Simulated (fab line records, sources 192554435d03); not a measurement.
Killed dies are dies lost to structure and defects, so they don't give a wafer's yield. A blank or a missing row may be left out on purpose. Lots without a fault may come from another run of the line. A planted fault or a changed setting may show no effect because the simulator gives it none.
Split-lot experiment | flow n5_finfet | 7 lots, 21 wafers read, on a route of 1938 steps

THE SPLIT
At N5_BEOL_M11_TRENCH_ETCH_37 (etches SiCOH lowk in C4F6/O2, target depth 148.83 nm, time 48 s), the setting bias_w was moved away from the recipe's 185 W on 4 of the 21 wafers read, by -13.3% to +16.8%. The other wafers ran this setting at the recipe's value.

The reading is taken at the split's own step.

THE READING
rf_vpp_V, in V, at N5_BEOL_M11_TRENCH_ETCH_37 (etches SiCOH lowk in C4F6/O2, target depth 148.83 nm, time 48 s). Fault-free wafers of this fab line usually give 665 V, standard deviation 8.3 V.

wafer  | tool, chamber at the split | bias_w as run, W | against the recipe | rf_vpp_V, V | against lot-mates on the recipe
L079.1 | rie_diel-06, 3             | 185              | recipe             | 655         | -
L079.2 | rie_diel-06, 1             | 185              | recipe             | 678         | -
L079.3 | rie_diel-06, 2             | 160.8            | -13.1%             | 603         | -64
L078.3 | rie_diel-04, 3             | 185              | recipe             | 667         | -
L078.5 | rie_diel-04, 3             | 185              | recipe             | 669         | -
L078.6 | rie_diel-04, 0             | 185              | recipe             | 663         | -
L084.2 | rie_diel-04, 3             | 185              | recipe             | 669         | -
L084.3 | rie_diel-04, 0             | 185              | recipe             | 663         | -
L084.4 | rie_diel-04, 0             | 185              | recipe             | 663         | -
L086.1 | rie_diel-04, 0             | 185              | recipe             | 664         | -
L086.5 | rie_diel-04, 3             | 185              | recipe             | 669         | -
L086.6 | rie_diel-04, 0             | 185              | recipe             | 663         | -
L089.2 | rie_diel-04, 1             | 160.4            | -13.3%             | 586         | -76
L089.5 | rie_diel-04, 3             | 185              | recipe             | 669         | -
L089.6 | rie_diel-04, 2             | 185              | recipe             | 656         | -
L092.2 | rie_diel-03, 2             | 185              | recipe             | 654         | -
L092.3 | rie_diel-03, 3             | 185              | recipe             | 658         | -
L092.6 | rie_diel-03, 2             | 185              | recipe             | 653         | -
L094.2 | rie_diel-06, 3             | 216.1            | +16.8%             | 742         | +66
L094.5 | rie_diel-06, 1             | 216.1            | +16.8%             | 765         | +89
L094.6 | rie_diel-06, 2             | 185              | recipe             | 676         | -

THE FIT
A straight line over all 21 wafers: rf_vpp_V changes by +5.3 V for each +1% of bias_w; r = +0.98; the points scatter about the line by 8.1 V.
The same after taking each lot's own level away (the mean of its wafers on the recipe; 21 wafers): +4.88 V for each +1%; r = +0.98; scatter 6.7 V.
On that fit, the largest move of bias_w shifts the reading by 82 V.
The lots' own levels span 655.0 to 676.0 V, that is 2.5 times the standard deviation above.
So the lot-to-lot level changes the slope little: the two slopes agree.
Check: with one of the wafers moved furthest among these (+16.8%) left out of the fit, the line predicts +89.1 V for it against its lot-mates. It came out at +66 V against them.
Tool readings at the split's step, against how far the setting was moved: rf_vpp_V r = +0.98.

OTHER SPLITS ON THESE WAFERS
These wafers also went through other splits before the reading. Each is held against what the fit with the lots' levels taken away leaves over:
other split on the same wafers     | wafers away from the commonest value | r with rf_vpp_V (lot level and that fit taken away)
N5_BEOL_M8_DESCUM_33 time_s        | 6                                    | -0.03
N5_BEOL_M10_HM_DEP_02 target_thk_a | 5                                    | -0.13
N5_BEOL_M10_ETCH_61 cf4_flow_sccm  | 6                                    | +0.21
N5_BEOL_M10_COAT_64 spin_rpm       | 7                                    | +0.17

THE FILE'S OWN FIT
rf_vpp_V changes by +5.01 V for each +1% of bias_w, r = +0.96.
